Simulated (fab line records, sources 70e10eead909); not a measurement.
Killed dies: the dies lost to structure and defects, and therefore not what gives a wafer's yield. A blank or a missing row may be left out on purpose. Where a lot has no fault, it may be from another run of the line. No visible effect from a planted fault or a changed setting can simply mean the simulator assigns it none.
Chamber matching :: flow nandHarc :: rieDiel-03 running NHARC_A_CONTACT_ETCH_88: 4 sister chambers
The step etches the open film in CF4, target depth 39 nm, time 65 s. 4 wafers are shown with their chamber, then 12 later ones without.

## EACH WAFER AND ITS CHAMBER
wafer: L094.2
chamber: 3
drypumpMotorCurrentA (A): 6.5

wafer: L091.3
chamber: 2
drypumpMotorCurrentA (A): 5.8

wafer: L092.5
chamber: 1
drypumpMotorCurrentA (A): 5.4

wafer: L092.6
chamber: 0
drypumpMotorCurrentA (A): 5.9

## WAFERS WHOSE CHAMBER IS MISSING
wafer: L093.2
drypumpMotorCurrentA (A): 5.8

wafer: L093.4
drypumpMotorCurrentA (A): 5.9

wafer: L093.5
drypumpMotorCurrentA (A): 6.5

wafer: L097.1
drypumpMotorCurrentA (A): 5.9

wafer: L097.5
drypumpMotorCurrentA (A): 5.3

wafer: L097.6
drypumpMotorCurrentA (A): 5.8

wafer: L095.1
drypumpMotorCurrentA (A): 5.4

wafer: L095.3
drypumpMotorCurrentA (A): 6.5

wafer: L095.5
drypumpMotorCurrentA (A): 5.4

wafer: L096.3
drypumpMotorCurrentA (A): 6.5

wafer: L096.5
drypumpMotorCurrentA (A): 5.4

wafer: L096.6
drypumpMotorCurrentA (A): 5.8

## CHAMBER TAKEN BY EACH
wafer: L093.2
from the rows above: 2
in truth: 2

wafer: L093.4
from the rows above: 0
in truth: 0

wafer: L093.5
from the rows above: 3
in truth: 3

wafer: L097.1
from the rows above: 0
in truth: 0

wafer: L097.5
from the rows above: 1
in truth: 1

wafer: L097.6
from the rows above: 2
in truth: 2

wafer: L095.1
from the rows above: 1
in truth: 1

wafer: L095.3
from the rows above: 3
in truth: 3

wafer: L095.5
from the rows above: 1
in truth: 1

wafer: L096.3
from the rows above: 3
in truth: 3

wafer: L096.5
from the rows above: 1
in truth: 1

wafer: L096.6
from the rows above: 2
in truth: 2
Correct placement for 12 of the 12. From these rows, 0 cannot be placed. Placed wrongly: 0.
How it was worked out, from the rows above alone: a wafer's distance from a chamber is the root of the sum, over the readings, of the square of ((its reading less the chamber's mean) divided by the reading's scatter). If the next closest chamber is less than 2 further off than the closest, the wafer can't be placed; otherwise it belongs to the closest. For every chamber, the mean is computed from those of its wafers that are shown. The scatter: root of mean squared gap, hidden wafer to nearest shown wafer, with one shown wafer a chamber.
